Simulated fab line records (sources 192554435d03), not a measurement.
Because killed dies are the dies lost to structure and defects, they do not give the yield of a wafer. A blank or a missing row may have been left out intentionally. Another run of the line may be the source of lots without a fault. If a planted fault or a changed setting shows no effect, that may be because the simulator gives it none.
fab line records	flow n5-finfet
[record] lots = 7	wafers = 21
route steps=1938 shown BEOL_M7@1273 BEOL_M8@1358
start-h: hours from the record's opening day to when the first of the lot's shown wafers began	wait-h: hours elapsed since this lot's preceding step	" repeats the value in the row above	L1.1+2: one row covering several wafers at once	- no value present, or no start provided	* or withheld: withheld	< > ~ a bound
route shown NAME@n: names a module that has steps shown in the file, with the first one's number in the route	usual: average and standard deviation across the fault-free wafers	same: alike in all rows	chamber/n: place in a boat	sites: each site's reading	_std_site: how widely they spread, as a standard deviation	_edge_site: the outer-site mean with the inner-site mean subtracted	radius-mm: how far each site lies from the wafer's centre	mask NAME#n: copy n	behind: the tool/chamber that last shaped the wafer	hold: reason for holding the lot/hours on hold/outcome of the hold	device: the transistor (n, p or np) that didn't switch	end of line: the same wafers' tests at the end of the route	for a step that has no rows: nothing shown but its recipe	killed: count of dies lost to structure and defects at first sort (not the wafer's yield)	map: the dies of a wafer, with x for killed, . for not killed, _ for no die there
set.NAME: the setting as run; set.NAME@STEP: as run at that earlier step	model.NAME: the simulator's own value behind a step, which no gauge read
lots whose settings were changed on purpose; a table a step, a row a wafer
[[steps]]
[step N5_BEOL_M7_EXPOSE_08]
[recipe] mask-id = M7	na = 1.35	source-shape = dipole	sigma-inner = 0.817	sigma-outer = 0.97	polarization = te	dose-mj = 68.25
lot.wafer	tool	chamber	start-h	wait-h	mask	set.dose-mj
L078.1	arfi-scanner-03	0	206.98	-	M7#0	73.03
L078.3+6	"	0	"	"	M7#0	68.25
L079.1+3+6	arfi-scanner-02	0	227.80	-	M7#0	68.25
L081.3	arfi-scanner-01	0	246.44	-	M7#0	63.54
L081.5+6	"	0	"	"	M7#0	68.25
L088.1+3+4	arfi-scanner-03	0	290.47	-	M7#0	68.25
L090.2+5	arfi-scanner-02	0	309.44	-	M7#0	66.58
L090.4	"	0	"	"	M7#0	68.25
L092.1+3+5	arfi-scanner-03	0	318.44	-	M7#0	68.25
L095.1+3+6	arfi-scanner-01	0	325.57	-	M7#0	68.25
[step N5_BEOL_M7_PEB_09]
[recipe] peb-temp-c = withheld	peb-time-s = 60	resist = CAR-ArF
[step N5_BEOL_M7_DEVELOP_10]
[recipe] develop-time-s = 30	developer = TMAH	resist = CAR-ArF	rinse-liquid = diw	dry = air-spin	dev-temp-c = 23
[step N5_BEOL_M7_CD_MEAS_11]
[recipe] target-cd-nm = 38.5	landing-energy-ev = 500	detector = se-inlens	polarity = opening
[usual] cd-nm = 38.4/0.41
lot.wafer	tool	chamber	start-h	wait-h	set.dose-mj@BEOL_M7_EXPOSE_08	cd-nm
L078.1	cd-sem-01	0	207.11	-	73.03	42.0
L078.3	"	0	"	"	68.25	38.6
L078.6	"	0	"	"	68.25	38.4
L079.1	cd-sem-02	0	227.93	-	68.25	38.8
L079.3	"	0	"	"	68.25	38.5
L079.6	"	0	"	"	68.25	39.0
L081.3	cd-sem-01	0	246.56	-	63.54	34.8
L081.5	"	0	"	"	68.25	37.7
L081.6	"	0	"	"	68.25	37.5
L088.1	cd-sem-01	0	290.59	-	68.25	38.3
L088.3	"	0	"	"	68.25	37.6
L088.4	"	0	"	"	68.25	38.2
L090.2	cd-sem-02	0	309.57	-	66.58	37.4
L090.4	"	0	"	"	68.25	38.6
L090.5	"	0	"	"	66.58	37.4
L092.1	cd-sem-01	0	318.57	-	68.25	38.4
L092.3	"	0	"	"	68.25	37.8
L092.5	"	0	"	"	68.25	38.0
L095.1	cd-sem-02	0	325.70	-	68.25	37.5
L095.3	"	0	"	"	68.25	38.5
L095.6	"	0	"	"	68.25	38.5
[step N5_BEOL_M7_DESCUM_16]
[recipe] chemistry = O2	time-s = 7.9	source-power-w = 50	bias-power-w = 20	pressure-mtorr = 20	rf-frequency-hz = 2.712e+07	temp-c = 40	resist = CAR-ArF	o2-flow-sccm = 225
[step N5_BEOL_M7_ETCH_61]
[recipe] chemistry = CF4	target = SiARC	target-depth-a = 455	mask-material = CAR-ArF	time-s = 75.8	ion-energy-ev = 80	pressure-mtorr = 40	source-w = 545	bias-w = 36	Ar_flow_sccm = 100	cf4-flow-sccm = 100	ends = cleared
lot.wafer	tool	chamber	start-h	wait-h	set.dose-mj@BEOL_M7_EXPOSE_08	model.BEOL_M7.cd-offset-nm
L078.1	rie-diel-04	2	207.23	0.0	73.03	3.6
L078.3+6	"	1,0	"	"	68.25	0
L079.1	rie-diel-03	1	228.20	0.0	68.25	0
L079.3	"	2	"	"	68.25	-0.4
L079.6	"	3	"	"	68.25	-0.2
L081.3	rie-diel-04	1	246.94	0.0	63.54	-3.6
L081.5	"	1	"	"	68.25	-0.2
L081.6	"	0	"	"	68.25	-0.8
L088.1	rie-diel-03	2	290.72	0.0	68.25	-0.4
L088.3	"	1	"	"	68.25	-0.6
L088.4	"	3	"	"	68.25	-0.2
L090.2	rie-diel-03	1	309.69	0.0	66.58	-1.2
L090.4	"	0	"	"	68.25	0.2
L090.5	"	3	"	"	66.58	-1.4
L092.1	rie-diel-05	1	318.70	0.0	68.25	-0.2
L092.3	"	3	"	"	68.25	-1
L092.5	"	0	"	"	68.25	-0.8
L095.1	rie-diel-03	0	325.94	0.0	68.25	-0.6
L095.3	"	3	"	"	68.25	-0.2
L095.6	"	2	"	"	68.25	0
[step N5_BEOL_M7_ETCH_62]
[recipe] chemistry = N2/H2	target = SOC	target-depth-a = 1100	overetch-a = 220	mask-material = SiARC	temp-c = 40	time-s = 165	ion-energy-ev = 200	pressure-mtorr = 30	source-w = 840	bias-w = 150	n2-flow-sccm = 200	h2-flow-sccm = 200
lot.wafer	tool	chamber	start-h	wait-h	set.dose-mj@BEOL_M7_EXPOSE_08	model.BEOL_M7.cd-offset-nm
L078.1	rie-diel-04	2	207.29	0.0	73.03	3.6
L078.3	"	1	"	"	68.25	0.2
L078.6	"	0	"	"	68.25	-0.2
L079.1	rie-diel-03	1	228.26	0.0	68.25	0
L079.3+6	"	2,3	"	"	68.25	-0.2
L081.3	rie-diel-04	1	246.99	0.0	63.54	-3
L081.5	"	1	"	"	68.25	0.2
L081.6	"	0	"	"	68.25	-0.6
L088.1	rie-diel-03	2	290.77	0.0	68.25	-0.4
L088.3	"	1	"	"	68.25	-0.8
L088.4	"	3	"	"	68.25	-0.2
L090.2	rie-diel-03	1	309.74	0.0	66.58	-1.4
L090.4	"	0	"	"	68.25	0.2
L090.5	"	3	"	"	66.58	-1.6
L092.1	rie-diel-05	1	318.75	0.0	68.25	-0.2
L092.3	"	3	"	"	68.25	-1
L092.5	"	0	"	"	68.25	-0.6
L095.1	rie-diel-03	0	326.00	0.0	68.25	-0.6
L095.3	"	3	"	"	68.25	-0.4
L095.6	"	2	"	"	68.25	0
[step N5_BEOL_M7_STRIP_68]
[recipe] chemistry = N2/H2	temp-c = 40	n2-flow-sccm = 200	h2-flow-sccm = 200	rf-frequency-hz = 6e+07
[step N5_BEOL_M7_STRIP_67]
[recipe] chemistry = CF4	resist = SiARC	power-w = 300	bias-power-w = 75	pressure-mtorr = 50	cf4-flow-sccm = 150	rf-frequency-hz = 6e+07
[step N5_BEOL_M7_HM_OPEN_17]
[recipe] chemistry = Cl2/BCl3	target-depth-a = 200	overetch-a = 60	target = TiN	mask-material = SOC	ion-energy-ev = 150	pressure-mtorr = 10	icp-w = 1000	bias-w = 126	Cl2_flow_sccm = 53.25	bcl3-flow-sccm = 21.75	Ar_flow_sccm = 25
lot.wafer	tool	chamber	start-h	wait-h	set.target-thk-a@BEOL_M7_HM_DEP_02	set.dose-mj@BEOL_M7_EXPOSE_08	model.etch.depth-nm	model.BEOL_M7.cd-offset-nm
L078.1	rie-metal-03	0	207.48	0.0	200	73.03	20.24	3.6
L078.3	"	1	"	"	200	68.25	20.17	0
L078.6	"	1	"	"	200	68.25	20.38	-0.2
L079.1	rie-metal-02	0	228.44	0.0	200	68.25	20.07	0
L079.3	"	1	"	"	190.4	68.25	18.83	0
L079.6	"	0	"	"	190.4	68.25	18.77	-0.2
L081.3	rie-metal-01	0	247.21	0.1	200	63.54	20.05	-3
L081.5	"	0	"	"	200	68.25	20.2	0.2
L081.6	"	1	"	"	200	68.25	20.04	-0.6
L088.1	rie-metal-03	1	290.96	0.0	200	68.25	19.98	-0.6
L088.3	"	0	"	"	200	68.25	19.97	-0.8
L088.4	"	1	"	"	200	68.25	19.98	-0.4
L090.2	rie-metal-01	1	309.93	0.0	200	66.58	19.99	-1.2
L090.4	"	1	"	"	200	68.25	20	0.2
L090.5	"	1	"	"	177.2	66.58	17.74	-1.4
L092.1	rie-metal-01	1	318.94	0.0	181.5	68.25	17.86	-0.2
L092.3	"	1	"	"	200	68.25	19.8	-0.8
L092.5	"	0	"	"	181.5	68.25	17.99	-0.6
L095.1	rie-metal-02	1	326.18	0.0	200	68.25	19.92	-0.6
L095.3	"	0	"	"	200	68.25	19.94	-0.4
L095.6	"	0	"	"	200	68.25	19.82	0
[step N5_BEOL_M7_STRIP_19]
[recipe] chemistry = O2	power-w = 400	temp-c = 40	pressure-mtorr = 30	rf-frequency-hz = 6e+07	bias-power-w = 0	overash-fraction = 0.2	o2-flow-sccm = 225
[step N5_BEOL_M7_CD_MEAS_18]
[recipe] pitch-nm = 80	target-cd-nm = 40
[usual] cd-nm = 39.9/0.47
lot.wafer	tool	chamber	start-h	wait-h	set.dose-mj@BEOL_M7_EXPOSE_08	cd-nm
L078.1	cd-sem-01	-	207.74	0.0	73.03	43.5
L078.3	"	-	"	"	68.25	40.3
L078.6	"	-	"	"	68.25	39.6
L079.1	cd-sem-03	-	228.66	0.0	68.25	40.0
L079.3	"	-	"	"	68.25	39.8
L079.6	"	-	"	"	68.25	39.8
L081.3	cd-sem-03	-	247.36	0.1	63.54	36.9
L081.5	"	-	"	"	68.25	40.1
L081.6	"	-	"	"	68.25	39.7
L088.1	cd-sem-01	-	291.14	0.0	68.25	39.4
L088.3	"	-	"	"	68.25	39.2
L088.4	"	-	"	"	68.25	39.7
L090.2	cd-sem-03	-	310.11	0.1	66.58	38.8
L090.4	"	-	"	"	68.25	40.4
L090.5	"	-	"	"	66.58	38.7
L092.1	cd-sem-03	-	319.14	0.0	68.25	40.0
L092.3	"	-	"	"	68.25	38.9
L092.5	"	-	"	"	68.25	39.2
L095.1	cd-sem-03	-	326.37	0.0	68.25	39.2
L095.3	"	-	"	"	68.25	39.6
L095.6	"	-	"	"	68.25	40.0
[step N5_BEOL_M7_COAT_71]
[recipe] resist = underlayer	temp-c = 205	time-s = 60	spin-rpm = 1500	resist-thk-nm = 5
lot.wafer	tool	chamber	start-h	wait-h	set.spin-rpm
L078.1+3	litho-track-02	0	-	-	1500
L078.6	"	0	"	"	1371
L079.1+6	litho-track-01	0	-	-	1384
L079.3	"	0	"	"	1500
L081.3+5+6	litho-track-02	0	-	-	1500
L088.1+3+4	litho-track-02	0	-	-	1500
L090.2+4	litho-track-02	0	-	-	1500
L090.5	"	0	"	"	1369
L092.1+5	litho-track-01	0	-	-	1500
L092.3	"	0	"	"	1355
L095.1	litho-track-03	0	-	-	1500
L095.3+6	"	0	"	"	1579
[step N5_BEOL_M7_EXPOSE_25]
[recipe] mask-id = V6	na = 0.33	source-shape = annular	sigma-inner = 0.4	sigma-outer = 0.8	polarization = unpolarized	target-cd-nm = 40	dose-mj = 42.5
lot.wafer	tool	chamber	start-h	wait-h	mask	set.dose-mj
L078.1+6	euv-scanner-02	0	207.92	-	V6#0	44.9
L078.3	"	0	"	"	V6#0	42.5
L079.1+6	euv-scanner-02	0	230.64	-	V6#0	40.57
L079.3	"	0	"	"	V6#0	42.5
L081.3	euv-scanner-01	0	248.38	-	V6#0	39.32
L081.5+6	"	0	"	"	V6#0	42.5
L088.1+3+4	euv-scanner-01	0	292.79	-	V6#0	42.5
L090.2+4+5	euv-scanner-01	0	310.86	-	V6#0	42.5
L092.1+5	euv-scanner-02	0	321.18	-	V6#0	42.5
L092.3	"	0	"	"	V6#0	41.64
L095.1+3+6	euv-scanner-02	0	327.60	-	V6#0	42.5
[step N5_BEOL_M7_PEB_26]
[recipe] peb-temp-c = 100	peb-time-s = 60	resist = CAR-EUV
[step N5_BEOL_M7_DEVELOP_27]
[recipe] develop-time-s = 30	developer = TMAH	resist = CAR-EUV	rinse-liquid = surfactant-rinse	dry = air-spin	dev-temp-c = 23
[step N5_BEOL_M7_CD_MEAS_28]
[recipe] target-cd-nm = 40	landing-energy-ev = 500	detector = se-inlens
[usual] cd-nm = 40.06/0.24
lot.wafer	tool	chamber	start-h	wait-h	set.dose-mj@BEOL_M7_EXPOSE_25	cd-nm
L078.1	cd-sem-01	0	208.05	-	44.9	41.10
L078.3	"	0	"	"	42.5	40.21
L078.6	"	0	"	"	44.9	41.30
L079.1	cd-sem-03	0	230.77	-	40.57	39.30
L079.3	"	0	"	"	42.5	40.03
L079.6	"	0	"	"	40.57	38.63
L081.3	cd-sem-03	0	248.50	-	39.32	38.30
L081.5	"	0	"	"	42.5	40.33
L081.6	"	0	"	"	42.5	39.96
L088.1	cd-sem-03	0	292.93	-	42.5	40.00
L088.3	"	0	"	"	42.5	40.37
L088.4	"	0	"	"	42.5	40.38
L090.2	cd-sem-02	0	310.99	-	42.5	40.13
L090.4	"	0	"	"	42.5	40.32
L090.5	"	0	"	"	42.5	39.93
L092.1	cd-sem-02	0	321.32	-	42.5	40.33
L092.3	"	0	"	"	41.64	39.77
L092.5	"	0	"	"	42.5	39.87
L095.1	cd-sem-02	0	327.74	-	42.5	39.82
L095.3	"	0	"	"	42.5	40.16
L095.6	"	0	"	"	42.5	39.97
[step N5_BEOL_M7_DESCUM_33]
[recipe] chemistry = O2	time-s = 7	source-power-w = 50	bias-power-w = 20	pressure-mtorr = 20	rf-frequency-hz = 2.712e+07	temp-c = 40	resist = CAR-EUV	o2-flow-sccm = 225
lot.wafer	tool	chamber	start-h	wait-h	set.dose-mj@BEOL_M7_EXPOSE_25	model.BEOL_M7.cd-nm
L078.1+6	rie-diel-03	1,0	208.21	0.1	44.9	41.2
L078.3	"	3	"	"	42.5	40
L079.1	rie-diel-05	0	230.90	0.0	40.57	39
L079.3	"	2	"	"	42.5	40.2
L079.6	"	1	"	"	40.57	38.8
L081.3	rie-diel-04	0	248.62	0.0	39.32	38.2
L081.5+6	"	1,0	"	"	42.5	40
L088.1	rie-diel-05	1	293.38	0.4	42.5	39.8
L088.3	"	3	"	"	42.5	40.2
L088.4	"	3	"	"	42.5	40
L090.2+5	rie-diel-05	2,3	311.42	0.3	42.5	40
L090.4	"	3	"	"	42.5	40.2
L092.1	rie-diel-05	2	321.44	0.0	42.5	40
L092.3	"	0	"	"	41.64	39.6
L092.5	"	1	"	"	42.5	40.2
L095.1	rie-diel-05	1	327.86	0.0	42.5	39.8
L095.3+6	"	2,1	"	"	42.5	40
[step N5_BEOL_M7_ETCH_72]
[recipe] chemistry = N2/H2	target = underlayer	target-depth-a = 65	mask-material = CAR-EUV	time-s = 5.2	ion-energy-ev = 200	pressure-mtorr = 30	source-w = 840	bias-w = 150	n2-flow-sccm = 200	h2-flow-sccm = 200	ends = cleared
[usual] etch-rf-on-time-s = 5.24/0.08
lot.wafer	tool	chamber	start-h	wait-h	set.spin-rpm@BEOL_M7_COAT_71	set.dose-mj@BEOL_M7_EXPOSE_25	etch-rf-on-time-s	model.BEOL_M7.cd-nm	model.etch.depth-nm
L078.1	rie-diel-03	1	208.24	0.0	1500	44.9	5.18	41.2	5.019
L078.3	"	3	"	"	1500	42.5	5.08	40	5.007
L078.6	"	0	"	"	1371	44.9	5.37	41.2	5.237
L079.1	rie-diel-05	0	230.94	0.0	1384	40.57	5.45	39	5.221
L079.3	"	2	"	"	1500	42.5	5.20	40.2	5.008
L079.6	"	1	"	"	1384	40.57	5.45	38.8	5.219
L081.3	rie-diel-04	0	248.66	0.0	1500	39.32	5.23	38.4	5.005
L081.5	"	1	"	"	1500	42.5	5.15	40	5
L081.6	"	0	"	"	1500	42.5	5.25	40	5.008
L088.1	rie-diel-05	1	293.41	0.0	1500	42.5	5.29	39.8	4.978
L088.3	"	3	"	"	1500	42.5	5.33	40	5.007
L088.4	"	3	"	"	1500	42.5	5.33	40	5.005
L090.2	rie-diel-05	2	311.45	0.0	1500	42.5	5.27	40	5.02
L090.4	"	3	"	"	1500	42.5	5.36	40.2	5.013
L090.5	"	3	"	"	1369	42.5	5.59	40.2	5.25
L092.1	rie-diel-05	2	321.47	0.0	1500	42.5	5.25	40	5.021
L092.3	"	0	"	"	1355	41.64	5.48	39.6	5.283
L092.5	"	1	"	"	1500	42.5	5.26	40	5.013
L095.1	rie-diel-05	1	327.89	0.0	1500	42.5	5.34	39.8	5.052
L095.3	"	2	"	"	1579	42.5	5.18	40	4.914
L095.6	"	1	"	"	1579	42.5	5.14	40	4.902
[step N5_BEOL_M7_ETCH_65]
[recipe] chemistry = CF4	target = SiARC	target-depth-a = 156	mask-material = CAR-EUV	time-s = 26	ion-energy-ev = 80	pressure-mtorr = 40	source-w = 545	bias-w = 36	Ar_flow_sccm = 100	cf4-flow-sccm = 100	ends = cleared
lot.wafer	tool	chamber	start-h	wait-h	set.dose-mj@BEOL_M7_EXPOSE_25	model.BEOL_M7.cd-nm
L078.1+6	rie-diel-03	1,0	208.26	0.0	44.9	41.2
L078.3	"	3	"	"	42.5	40.2
L079.1+6	rie-diel-05	0,1	230.96	0.0	40.57	39
L079.3	"	2	"	"	42.5	40.4
L081.3	rie-diel-04	0	248.67	0.0	39.32	38.4
L081.5+6	"	1,0	"	"	42.5	40
L088.1+4	rie-diel-05	1,3	293.43	0.0	42.5	40
L088.3	"	3	"	"	42.5	40.2
L090.2	rie-diel-05	2	311.47	0.0	42.5	40
L090.4+5	"	3	"	"	42.5	40.2
L092.1+5	rie-diel-05	2,1	321.49	0.0	42.5	40
L092.3	"	0	"	"	41.64	39.6
L095.1+3+6	rie-diel-05	1,2,1	327.91	0.0	42.5	40
[step N5_BEOL_M7_ETCH_66]
[recipe] chemistry = N2/H2	target = SOC	target-depth-a = 800	overetch-a = 160	mask-material = SiARC	temp-c = 40	time-s = 120	ion-energy-ev = 200	pressure-mtorr = 30	source-w = 840	bias-w = 150	n2-flow-sccm = 200	h2-flow-sccm = 200
[step N5_BEOL_M7_STRIP_69]
[recipe] chemistry = N2/H2	temp-c = 40	n2-flow-sccm = 200	h2-flow-sccm = 200	rf-frequency-hz = 6e+07
[step N5_BEOL_M7_PRECLEAN_42]
[recipe] chemistry = residue-remover	time-s = 60	temp-c = 40
[step N5_BEOL_M7_SRD_43]
[recipe] time-s = 30	temp-c = 23	rinse-liquid = diw	dry = ipa-marangoni
[step N5_BEOL_M7_CD_MEAS_35]
[recipe] target-cd-nm = 40	polarity = opening
[usual] cd-nm = 39.9/0.48
lot.wafer	tool	chamber	start-h	wait-h	set.dose-mj@BEOL_M7_EXPOSE_08	cd-nm
L078.1	cd-sem-02	-	208.79	0.0	73.03	44.0
L078.3	"	-	"	"	68.25	39.7
L078.6	"	-	"	"	68.25	39.8
L079.1	cd-sem-03	-	231.49	0.0	68.25	40.2
L079.3	"	-	"	"	68.25	40.4
L079.6	"	-	"	"	68.25	39.5
L081.3	cd-sem-03	-	249.21	0.0	63.54	37.0
L081.5	"	-	"	"	68.25	40.3
L081.6	"	-	"	"	68.25	39.4
L088.1	cd-sem-03	-	293.96	0.0	68.25	39.4
L088.3	"	-	"	"	68.25	39.2
L088.4	"	-	"	"	68.25	39.4
L090.2	cd-sem-01	-	312.00	0.0	66.58	38.6
L090.4	"	-	"	"	68.25	40.2
L090.5	"	-	"	"	66.58	38.5
L092.1	cd-sem-03	-	322.02	0.0	68.25	40.1
L092.3	"	-	"	"	68.25	39.3
L092.5	"	-	"	"	68.25	39.4
L095.1	cd-sem-02	-	328.44	0.0	68.25	39.3
L095.3	"	-	"	"	68.25	39.5
L095.6	"	-	"	"	68.25	39.8
[step N5_BEOL_M8_COAT_71]
[recipe] resist = underlayer	temp-c = 205	time-s = 60	spin-rpm = 1500	resist-thk-nm = 5
lot.wafer	tool	chamber	start-h	wait-h	set.spin-rpm
L078.1+3	litho-track-02	0	-	-	1500
L078.6	"	0	"	"	1666
L079.1+3+6	litho-track-05	0	-	-	1500
L081.3+6	litho-track-05	0	-	-	1500
L081.5	"	0	"	"	1616
L088.1+3+4	litho-track-05	0	-	-	1500
L090.2+4+5	litho-track-04	0	-	-	1500
L092.1	litho-track-04	0	-	-	1664
L092.3+5	"	0	"	"	1500
L095.1+3	litho-track-05	0	-	-	1500
L095.6	"	0	"	"	1646
[step N5_BEOL_M8_DESCUM_33]
[recipe] chemistry = O2	time-s = 7	source-power-w = 50	bias-power-w = 20	pressure-mtorr = 20	rf-frequency-hz = 2.712e+07	temp-c = 40	resist = CAR-EUV	o2-flow-sccm = 225
lot.wafer	tool	chamber	start-h	wait-h	set.time-s	model.CAR-EUV_of_BEOL_M8_COAT_22.thk-nm
L078.1	rie-diel-02	3	218.24	0.0	7	26.2
L078.3+6	"	2,0	"	"	6.441	26.4
L079.1	rie-diel-02	3	240.06	0.0	7.639	25.8
L079.3	"	0	"	"	7.639	25.6
L079.6	"	0	"	"	7	26
L081.3+6	rie-diel-02	2,0	256.54	0.2	7	26
L081.5	"	1	"	"	7	26.2
L088.1+3+4	rie-diel-02	1,0,3	302.36	0.1	7	26.2
L090.2	rie-diel-06	3	322.21	0.6	7	26
L090.4	"	1	"	"	5.828	26.6
L090.5	"	3	"	"	5.828	26.8
L092.1	rie-diel-02	2	327.86	0.0	7	26
L092.3+5	"	0	"	"	7	26.2
L095.1	rie-diel-06	0	334.65	0.0	8.508	25.4
L095.3+6	"	3	"	"	7	26.2
[step N5_BEOL_M8_ETCH_72]
[recipe] chemistry = N2/H2	target = underlayer	target-depth-a = 65	mask-material = CAR-EUV	time-s = 5.2	ion-energy-ev = 200	pressure-mtorr = 30	source-w = 840	bias-w = 150	n2-flow-sccm = 200	h2-flow-sccm = 200	ends = cleared
[usual] etch-rf-on-time-s = 5.19/0.079
lot.wafer	tool	chamber	start-h	wait-h	set.spin-rpm@BEOL_M8_COAT_71	set.time-s@BEOL_M8_DESCUM_33	etch-rf-on-time-s	model.CAR-EUV_of_BEOL_M8_COAT_22.thk-nm	model.etch.depth-nm
L078.1	rie-diel-02	3	218.28	0.0	1500	7	5.14	20.4	5
L078.3	"	2	"	"	1500	6.441	5.29	20.6	5.008
L078.6	"	0	"	"	1666	6.441	4.81	21	4.735
L079.1	rie-diel-02	3	240.09	0.0	1500	7.639	5.12	20	5.003
L079.3	"	0	"	"	1500	7.639	5.09	20	5.018
L079.6	"	0	"	"	1500	7	5.00	20.2	5.014
L081.3	rie-diel-02	2	256.57	0.0	1500	7	5.15	20.4	5.003
L081.5	"	1	"	"	1616	7	5.00	20.6	4.814
L081.6	"	0	"	"	1500	7	5.12	20.4	4.992
L088.1	rie-diel-02	1	302.40	0.0	1500	7	5.19	20.6	4.986
L088.3	"	0	"	"	1500	7	5.07	20.4	5.004
L088.4	"	3	"	"	1500	7	5.17	20.4	5.005
L090.2	rie-diel-06	3	322.25	0.0	1500	7	5.17	20.4	5.009
L090.4	"	1	"	"	1500	5.828	5.30	21	5.014
L090.5	"	3	"	"	1500	5.828	5.13	21.2	5.005
L092.1	rie-diel-02	2	327.90	0.0	1664	7	4.82	20.6	4.762
L092.3	"	0	"	"	1500	7	5.12	20.4	5.017
L092.5	"	0	"	"	1500	7	5.09	20.4	5.013
L095.1	rie-diel-06	0	334.68	0.0	1500	8.508	5.19	19.6	5.007
L095.3	"	3	"	"	1500	7	5.07	20.4	5.014
L095.6	"	3	"	"	1646	7	4.85	20.6	4.784
[[key]]
[split] step = N5_BEOL_M7_EXPOSE_08	setting = dose-mj	stated = 68.25	by = wafer
[response] step = N5_BEOL_M7_CD_MEAS_11	reading = cd-nm	change = +0.457	per = 1%	r = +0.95
[response] step = N5_BEOL_M7_ETCH_61	reading = model.BEOL_M7.cd-offset-nm	change = +0.49	per = 1%	r = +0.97
[response] step = N5_BEOL_M7_ETCH_62	reading = model.BEOL_M7.cd-offset-nm	change = +0.474	per = 1%	r = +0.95
[response] step = N5_BEOL_M7_HM_OPEN_17	reading = model.BEOL_M7.cd-offset-nm	change = +0.476	per = 1%	r = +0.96
[response] step = N5_BEOL_M7_CD_MEAS_18	reading = cd-nm	change = +0.481	per = 1%	r = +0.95
[response] step = N5_BEOL_M7_CD_MEAS_35	reading = cd-nm	change = +0.527	per = 1%	r = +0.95
[split] step = N5_BEOL_M7_COAT_71	setting = spin-rpm	stated = 1500	by = wafer
[response] step = N5_BEOL_M7_ETCH_72	reading = etch-rf-on-time-s	change = *	per = 1%	r = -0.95
[response] step = N5_BEOL_M7_ETCH_72	reading = model.etch.depth-nm	change = -0.027	per = 1%	r = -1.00
[split] step = N5_BEOL_M7_EXPOSE_25	setting = dose-mj	stated = 42.5	by = wafer
[response] step = N5_BEOL_M7_CD_MEAS_28	reading = cd-nm	change = +0.222	per = 1%	r = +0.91
[response] step = N5_BEOL_M7_DESCUM_33	reading = model.BEOL_M7.cd-nm	change = +0.241	per = 1%	r = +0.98
[response] step = N5_BEOL_M7_ETCH_72	reading = model.BEOL_M7.cd-nm	change = +0.226	per = 1%	r = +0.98
[response] step = N5_BEOL_M7_ETCH_65	reading = model.BEOL_M7.cd-nm	change = +0.22	per = 1%	r = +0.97
[split] step = N5_BEOL_M8_COAT_71	setting = spin-rpm	stated = 1500	by = wafer
[response] step = N5_BEOL_M8_ETCH_72	reading = etch-rf-on-time-s	change = *	per = 1%	r = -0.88
[response] step = N5_BEOL_M8_ETCH_72	reading = model.etch.depth-nm	change = -0.0236	per = 1%	r = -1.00
[split] step = N5_BEOL_M8_DESCUM_33	setting = time-s	stated = 7	by = wafer
[response] step = N5_BEOL_M8_DESCUM_33	reading = model.CAR-EUV_of_BEOL_M8_COAT_22.thk-nm	change = -0.0373	per = 1%	r = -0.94
[response] step = N5_BEOL_M8_ETCH_72	reading = model.CAR-EUV_of_BEOL_M8_COAT_22.thk-nm	change = -0.0405	per = 1%	r = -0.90
split outside-this-file step=N5_BEOL_M7_HM_DEP_02 setting=target-thk-a
// split outside-this-file: this setting was split too, and the file shows its column; the key of that split is in another file
